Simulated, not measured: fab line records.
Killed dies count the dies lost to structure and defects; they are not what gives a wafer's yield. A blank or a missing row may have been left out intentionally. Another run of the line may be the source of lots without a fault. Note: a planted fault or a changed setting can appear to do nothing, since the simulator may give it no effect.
Matching of chambers || flow nand_harc || NHARC_A_STAIRCASE_CMP_472 on cmp-02 has 4 sister chambers
The step polishes SiO2. 8 wafers are shown with their chamber, then 8 later ones without.

== WAFERS PAIRED WITH THEIR CHAMBERS ==
{"wafer": "L077.2", "chamber": 3, "motor_current_A (A)": 12.6, "pad_life_wafers": 266}
{"wafer": "L087.2", "chamber": 0, "motor_current_A (A)": 12.9, "pad_life_wafers": 39}
{"wafer": "L085.2", "chamber": 1, "motor_current_A (A)": 11.2, "pad_life_wafers": 42}
{"wafer": "L085.3", "chamber": 0, "motor_current_A (A)": 12.5, "pad_life_wafers": 45}
{"wafer": "L088.1", "chamber": 2, "motor_current_A (A)": 13.1, "pad_life_wafers": 60}
{"wafer": "L088.4", "chamber": 3, "motor_current_A (A)": 12.7, "pad_life_wafers": 61}
{"wafer": "L091.2", "chamber": 2, "motor_current_A (A)": 12.5, "pad_life_wafers": 139}
{"wafer": "L091.3", "chamber": 1, "motor_current_A (A)": 11.4, "pad_life_wafers": 138}

== WAFERS WITHOUT THEIR CHAMBER ==
{"wafer": "L091.4", "motor_current_A (A)": 13.4, "pad_life_wafers": 140}
{"wafer": "L092.1", "motor_current_A (A)": 12.1, "pad_life_wafers": 315}
{"wafer": "L092.2", "motor_current_A (A)": 11.3, "pad_life_wafers": 312}
{"wafer": "L092.4", "motor_current_A (A)": 13.2, "pad_life_wafers": 314}
{"wafer": "L095.2", "motor_current_A (A)": 13.3, "pad_life_wafers": 410}
{"wafer": "L095.3", "motor_current_A (A)": 12.8, "pad_life_wafers": 409}
{"wafer": "L096.3", "motor_current_A (A)": 12.0, "pad_life_wafers": 456}
{"wafer": "L096.4", "motor_current_A (A)": 11.0, "pad_life_wafers": 458}

== WHICH CHAMBER EACH WENT THROUGH ==
{"wafer": "L091.4", "from the rows above": "can't be placed: 2 or 3 or 0", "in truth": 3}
{"wafer": "L092.1", "from the rows above": "can't be placed: 3 or 2 or 0 or 1", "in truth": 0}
{"wafer": "L092.2", "from the rows above": 1, "in truth": 1}
{"wafer": "L092.4", "from the rows above": "can't be placed: 3 or 2 or 0", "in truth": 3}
{"wafer": "L095.2", "from the rows above": "can't be placed: 3 or 2 or 0", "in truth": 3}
{"wafer": "L095.3", "from the rows above": "can't be placed: 3 or 2 or 0", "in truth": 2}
{"wafer": "L096.3", "from the rows above": "can't be placed: 3 or 1 or 2 or 0", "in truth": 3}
{"wafer": "L096.4", "from the rows above": 1, "in truth": 1}
2 of 8 placed correctly. Not placeable from these rows: 6 (in 6, the candidates include the true chamber). Wrongly placed: 0.
How it was worked out, from the rows above alone: a wafer's distance from a chamber is the root of the sum, over the readings, of the square of ((its reading less the chamber's mean) divided by the reading's scatter). The wafer belongs to the nearest chamber; if the next one is less than 2 further off, it can't be placed. Each chamber's mean is taken over the wafers shown for it. The scatter: take each reading less its chamber's mean, square it, sum over the shown wafers, divide by the number of wafers less the number of chambers, and take the root.
